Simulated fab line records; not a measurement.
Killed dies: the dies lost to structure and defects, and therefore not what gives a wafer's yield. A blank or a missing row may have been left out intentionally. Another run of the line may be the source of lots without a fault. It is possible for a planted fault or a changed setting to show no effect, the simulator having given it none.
fab line records	flow n5-finfet	part 2 of 2: steps 5 to 6 of 6
[record] lots = 20	wafers = 60	last-day = 18
route steps=1938 shown BEOL_M8@1348
lots that met no fault: from a run of the same line without faults
start-h: the number of hours between the record's first day and the start of the first shown wafer of the lot	wait-h: how many hours have passed since the lot's step before this one	" same as the row above	L1.1+2: a single row standing in for several wafers	- value missing, or start not given	* or withheld: withheld	< > ~ a bound
route shown NAME@n: NAME is a module with steps in the file, n the number in the route of the first one	usual: average and standard deviation across the fault-free wafers	same: alike in all rows	chamber/n: place in a boat	sites: readings site by site	_std_site: the values' standard deviation	_edge_site: the outer-site mean with the inner-site mean subtracted	radius-mm: how far each site lies from the wafer's centre	mask NAME#n: copy n	behind: the last tool/chamber to shape the wafer	hold: cause of the lot's hold/its duration in hours/its outcome	device: the transistor (n, p or np) that didn't switch	end of line: at the end of the route, the tests of the same wafers	step lacking rows: just its recipe	killed: dies that structure and defects cost at the first sort, which is not the same as the wafer's yield	map: a wafer's dies, x killed, . not, _ none there
set.NAME: the setting as run; set.NAME@STEP: as run at that earlier step	model.NAME: the simulator's own value behind a step, which no gauge read
a sample of lots followed through the steps of the route, with each step as a table and each wafer as a row
services: a tool's chamber out of use, with start hour (start-h, from the record's first day; less than 0 if before it), hours out, and reason
[[steps]]
[step N5_BEOL_M8_ETCH_65]
[recipe] chemistry = CF4	target = SiARC	target-depth-a = 156	mask-material = CAR-EUV	time-s = 26	ion-energy-ev = 80	pressure-mtorr = 40	source-w = 545	bias-w = 36	Ar_flow_sccm = 100	cf4-flow-sccm = 100	ends = cleared
[usual] drypump-motor-current-A = 5.8/0.48	etch-rf-on-time-s = 25.9/0.61	oes-product-au = 0.70/0.077	rf-vpp-V = 184.3/1.2	showerhead-plenum-p-Torr = 2.16/0.065	throttle-valve-pct = 15.50/0.17
lot.wafer	tool	chamber	start-h	wait-h	drypump-motor-current-A	etch-rf-on-time-s	oes-product-au	rf-hours-counter-h	rf-vpp-V	showerhead-plenum-p-Torr	throttle-valve-pct
L074.3	rie-diel-02	2	197.73	0.0	5.2	26.1	0.60	235	184.3	2.20	15.97
L074.4	"	3	"	"	5.6	25.0	0.64	179	183.7	2.13	15.59
L074.5	"	2	"	"	5.2	26.3	0.60	-	185.0	2.20	15.97
L075.2	rie-diel-04	3	205.66	0.0	6.4	26.0	0.74	48	184.1	2.18	15.62
L075.5	"	2	"	"	5.6	26.8	0.59	-	181.8	2.02	15.82
L075.6	"	1	"	"	6.3	24.8	0.86	-	185.0	2.10	15.16
L076.1	rie-diel-04	3	225.27	0.0	6.4	26.3	0.72	54	184.6	2.18	15.62
L076.4	"	1	"	"	6.3	24.7	0.83	8	183.3	2.10	15.17
L076.6	"	0	"	"	6.7	26.0	0.76	-	185.2	2.27	15.52
L078.1	rie-diel-04	3	243.41	0.0	6.4	26.1	0.72	62	185.0	2.18	15.65
L078.2	"	1	"	"	6.3	24.8	0.81	15	183.8	2.09	15.19
L078.5	"	0	"	"	6.7	25.5	0.77	-	186.8	2.27	15.53
L082.2	rie-diel-03	0	245.35	0.0	5.6	25.8	0.61	214	183.2	2.12	15.54
L082.3	"	3	"	"	5.7	25.9	0.78	20	186.3	2.27	15.45
L082.6	"	1	"	"	5.3	26.3	0.69	-	183.9	2.16	15.40
L083.2	rie-diel-03	0	247.41	0.0	5.6	25.8	0.61	215	183.6	2.12	15.54
L083.5	"	0	"	"	5.6	25.5	0.61	-	183.4	2.12	15.53
L083.6	"	1	"	"	5.3	26.4	0.69	-	183.6	2.16	15.40
L081.1	rie-diel-03	0	253.95	0.0	5.6	25.4	0.62	218	183.7	2.12	15.54
L081.5	"	1	"	"	5.3	26.2	0.69	-	186.4	2.16	15.41
L081.6	"	2	"	"	5.5	25.4	0.66	-	183.6	2.14	15.43
L084.1	rie-diel-03	3	272.98	0.0	5.7	26.0	0.77	30	186.6	2.27	15.45
L084.3	"	0	"	"	5.6	25.4	0.61	222	183.6	2.11	15.55
L084.4	"	2	"	"	5.5	26.1	0.65	134	182.7	2.14	15.44
L085.1	rie-diel-03	0	279.36	0.0	5.6	25.4	0.61	224	183.9	2.11	15.55
L085.4	"	1	"	"	5.3	26.5	0.67	108	183.1	2.15	15.41
L085.6	"	0	"	"	5.6	25.5	0.61	-	184.0	2.11	15.56
L086.1	rie-diel-03	1	289.72	0.0	5.3	26.3	0.67	111	183.8	2.15	15.46
L086.3	"	3	"	"	5.7	25.9	0.76	36	185.4	2.26	15.47
L086.5	"	1	"	"	5.3	26.6	0.67	-	183.0	2.15	15.45
L088.1	rie-diel-02	3	292.05	0.0	5.6	25.2	0.60	219	184.3	2.12	15.68
L088.3	"	2	"	"	5.2	25.9	0.82	9	184.6	2.19	15.52
L088.4	"	1	"	"	6.2	26.5	0.82	1	184.1	2.19	15.19
L087.1	rie-diel-03	3	297.94	0.0	5.7	25.9	0.76	37	185.4	2.26	15.48
L087.4	"	0	"	"	5.6	25.1	0.61	228	183.3	2.11	15.56
L087.5	"	2	"	"	5.4	25.9	0.65	-	184.0	2.14	15.45
L090.1	rie-diel-02	3	313.14	0.0	5.6	25.0	0.60	228	184.6	2.11	15.69
L090.2	"	2	"	"	5.2	25.9	0.80	18	185.3	2.19	15.54
L090.5	"	1	"	"	6.2	26.7	0.79	-	185.6	2.19	15.19
L091.2	rie-diel-02	2	317.38	0.0	5.2	26.0	0.80	21	184.4	2.18	15.56
L091.3	"	3	"	"	5.6	25.3	0.60	230	184.5	2.11	15.71
L091.6	"	2	"	"	5.2	25.9	0.80	-	184.5	2.19	15.54
L092.2	rie-diel-03	1	317.82	0.0	5.3	26.3	0.66	120	184.0	2.15	15.45
L092.3	"	3	"	"	5.7	25.8	0.75	44	185.3	2.26	15.48
L092.4	"	3	"	"	5.7	25.6	0.75	-	184.9	2.26	15.47
L093.1	rie-diel-03	3	323.45	0.0	5.7	25.5	0.75	47	185.1	2.26	15.48
L093.3	"	2	"	"	5.4	25.6	0.65	148	182.4	2.13	15.47
L093.6	"	3	"	"	5.7	25.5	0.75	-	187.2	2.26	15.50
L094.2	rie-diel-04	0	332.90	0.0	6.7	25.8	0.71	56	184.9	2.26	15.61
L094.3	"	1	"	"	6.3	24.3	0.77	47	181.8	2.08	15.26
L094.5	"	0	"	"	6.7	25.5	0.71	-	186.5	2.26	15.59
L095.1	rie-diel-02	0	338.05	0.0	5.3	26.9	0.79	5	187.3	2.28	15.13
L095.3	"	2	"	"	5.2	26.0	0.78	28	185.5	2.18	15.56
L095.4	"	3	"	"	5.6	25.4	0.59	237	183.4	2.11	15.69
L096.1	rie-diel-03	3	349.41	0.0	5.7	25.7	0.74	56	185.3	2.26	15.52
L096.3	"	2	"	"	5.4	25.9	0.64	157	184.5	2.13	15.49
L096.5	"	2	"	"	5.5	25.8	0.64	-	183.6	2.13	15.49
L097.1	rie-diel-03	1	355.00	0.0	5.3	26.5	0.65	134	182.5	2.15	15.50
L097.3	"	2	"	"	5.4	26.3	0.63	160	183.5	2.13	15.50
L097.5	"	3	"	"	5.7	26.0	0.73	-	183.4	2.26	15.51
[step N5_BEOL_M8_ETCH_66]
[recipe] chemistry = N2/H2	target = SOC	target-depth-a = 800	overetch-a = 160	mask-material = SiARC	temp-c = 40	time-s = 120	ion-energy-ev = 200	pressure-mtorr = 30	source-w = 840	bias-w = 150	n2-flow-sccm = 200	h2-flow-sccm = 200
[usual] drypump-motor-current-A = 5.8/0.48	oes-product-au = 0.62/0.067	rf-vpp-V = 524.6/2.4	showerhead-plenum-p-Torr = 2.58/0.084	throttle-valve-pct = 17.72/0.23
lot.wafer	tool	chamber	start-h	wait-h	drypump-motor-current-A	oes-product-au	rf-hours-counter-h	rf-vpp-V	showerhead-plenum-p-Torr	throttle-valve-pct
L074.3	rie-diel-02	2	197.76	0.0	5.3	0.53	235	527.6	2.64	18.35
L074.4	"	3	"	"	5.6	0.56	179	524.4	2.53	17.82
L074.5	"	2	"	"	5.3	0.53	-	524.8	2.64	18.36
L075.2	rie-diel-04	3	205.69	0.0	6.4	0.66	48	525.7	2.58	17.78
L075.5	"	2	"	"	5.6	0.54	-	519.5	2.41	18.00
L075.6	"	1	"	"	6.3	0.75	-	523.1	2.50	17.34
L076.1	rie-diel-04	3	225.29	0.0	6.4	0.66	54	524.6	2.58	17.78
L076.4	"	1	"	"	6.3	0.73	8	523.0	2.49	17.36
L076.6	"	0	"	"	6.7	0.68	-	527.7	2.72	17.84
L078.1	rie-diel-04	3	243.44	0.0	6.4	0.65	62	525.6	2.58	17.80
L078.2	"	1	"	"	6.3	0.70	15	522.7	2.49	17.39
L078.5	"	0	"	"	6.7	0.67	-	527.7	2.72	17.83
L082.2	rie-diel-03	0	245.38	0.0	5.6	0.54	214	523.5	2.53	17.96
L082.3	"	3	"	"	5.7	0.71	20	529.0	2.69	17.59
L082.6	"	1	"	"	5.3	0.62	-	524.9	2.57	17.56
L083.2	rie-diel-03	0	247.44	0.0	5.6	0.55	215	522.7	2.53	17.94
L083.5	"	0	"	"	5.6	0.55	-	523.0	2.53	17.96
L083.6	"	1	"	"	5.3	0.62	-	523.7	2.57	17.56
L081.1	rie-diel-03	0	253.98	0.0	5.6	0.54	218	523.3	2.53	17.96
L081.5	"	1	"	"	5.3	0.62	-	525.3	2.57	17.56
L081.6	"	2	"	"	5.4	0.59	-	523.3	2.53	17.58
L084.1	rie-diel-03	3	273.01	0.0	5.7	0.68	30	528.0	2.69	17.62
L084.3	"	0	"	"	5.6	0.54	222	523.4	2.53	17.96
L084.4	"	2	"	"	5.4	0.58	134	522.7	2.53	17.59
L085.1	rie-diel-03	0	279.39	0.0	5.6	0.54	224	522.2	2.53	17.98
L085.4	"	1	"	"	5.3	0.61	108	525.5	2.57	17.58
L085.6	"	0	"	"	5.6	0.53	-	523.7	2.53	17.98
L086.1	rie-diel-03	1	289.75	0.0	5.3	0.60	111	524.4	2.57	17.61
L086.3	"	3	"	"	5.7	0.68	36	527.7	2.69	17.60
L086.5	"	1	"	"	5.3	0.61	-	522.7	2.57	17.60
L088.1	rie-diel-02	3	292.08	0.0	5.6	0.54	219	524.1	2.51	17.91
L088.3	"	2	"	"	5.2	0.73	9	526.6	2.63	17.99
L088.4	"	1	"	"	6.2	0.75	2	525.3	2.61	17.52
L087.1	rie-diel-03	3	297.97	0.0	5.7	0.68	37	526.9	2.69	17.61
L087.4	"	0	"	"	5.6	0.54	228	523.2	2.52	17.99
L087.5	"	2	"	"	5.4	0.58	-	524.5	2.53	17.59
L090.1	rie-diel-02	3	313.17	0.0	5.6	0.53	228	522.6	2.51	17.88
L090.2	"	2	"	"	5.2	0.72	18	525.8	2.62	18.00
L090.5	"	1	"	"	6.2	0.73	-	525.2	2.61	17.54
L091.2	rie-diel-02	2	317.41	0.0	5.3	0.71	21	526.3	2.62	18.01
L091.3	"	3	"	"	5.6	0.53	230	524.4	2.51	17.91
L091.6	"	2	"	"	5.2	0.72	-	523.1	2.62	18.01
L092.2	rie-diel-03	1	317.85	0.0	5.3	0.59	120	523.7	2.56	17.61
L092.3	"	3	"	"	5.7	0.67	44	527.4	2.68	17.63
L092.4	"	3	"	"	5.7	0.67	-	526.8	2.68	17.63
L093.1	rie-diel-03	3	323.48	0.0	5.7	0.66	47	529.2	2.68	17.63
L093.3	"	2	"	"	5.4	0.57	148	523.5	2.53	17.62
L093.6	"	3	"	"	5.7	0.66	-	528.6	2.68	17.64
L094.2	rie-diel-04	0	332.93	0.0	6.7	0.63	56	527.5	2.71	17.88
L094.3	"	1	"	"	6.3	0.67	47	522.1	2.48	17.43
L094.5	"	0	"	"	6.7	0.63	-	527.8	2.71	17.90
L095.1	rie-diel-02	0	338.08	0.0	5.3	0.73	5	527.5	2.69	17.19
L095.3	"	2	"	"	5.2	0.70	28	525.8	2.62	18.01
L095.4	"	3	"	"	5.7	0.52	237	523.2	2.50	17.91
L096.1	rie-diel-03	3	349.44	0.0	5.7	0.66	56	529.2	2.68	17.65
L096.3	"	2	"	"	5.4	0.57	157	523.8	2.52	17.64
L096.5	"	2	"	"	5.4	0.58	-	523.1	2.52	17.62
L097.1	rie-diel-03	1	355.03	0.0	5.3	0.60	134	523.8	2.56	17.63
L097.3	"	2	"	"	5.5	0.57	160	524.6	2.52	17.63
L097.5	"	3	"	"	5.7	0.65	-	529.9	2.68	17.65
[[services]]
tool	chamber	start-h	hours	kind
rie-diel-03	3	189.80	9.6	repair
rie-diel-03	-	219.02	2.8	pm
rie-diel-02	2	241.92	-	clean
rie-diel-02	2	241.92	-	consumable-replace:focus-ring
rie-diel-02	2	241.92	31.1	scheduled-down
rie-diel-02	2	241.92	31.1	vent-cycle
rie-diel-03	0	259.75	6.6	repair
rie-diel-02	0	261.10	2.4	repair
rie-diel-02	1	273.09	-	clean
rie-diel-02	1	273.09	-	consumable-replace:focus-ring
rie-diel-02	1	273.09	16.4	scheduled-down
rie-diel-02	1	273.09	16.4	vent-cycle
rie-diel-02	0	299.92	-	clean
rie-diel-02	0	299.92	-	consumable-replace:focus-ring
rie-diel-03	0	310.73	1.4	repair
rie-diel-03	2	316.71	5.3	repair
rie-diel-04	3	341.69	14.3	repair
rie-diel-02	-	344.12	2.0	repair
rie-diel-04	1	345.68	5.8	repair
rie-diel-04	-	346.66	14.6	pm
rie-diel-03	0	353.91	-	clean
rie-diel-03	0	353.91	-	consumable-replace:focus-ring
rie-diel-03	0	353.91	15.8	scheduled-down
rie-diel-03	0	353.91	15.8	vent-cycle
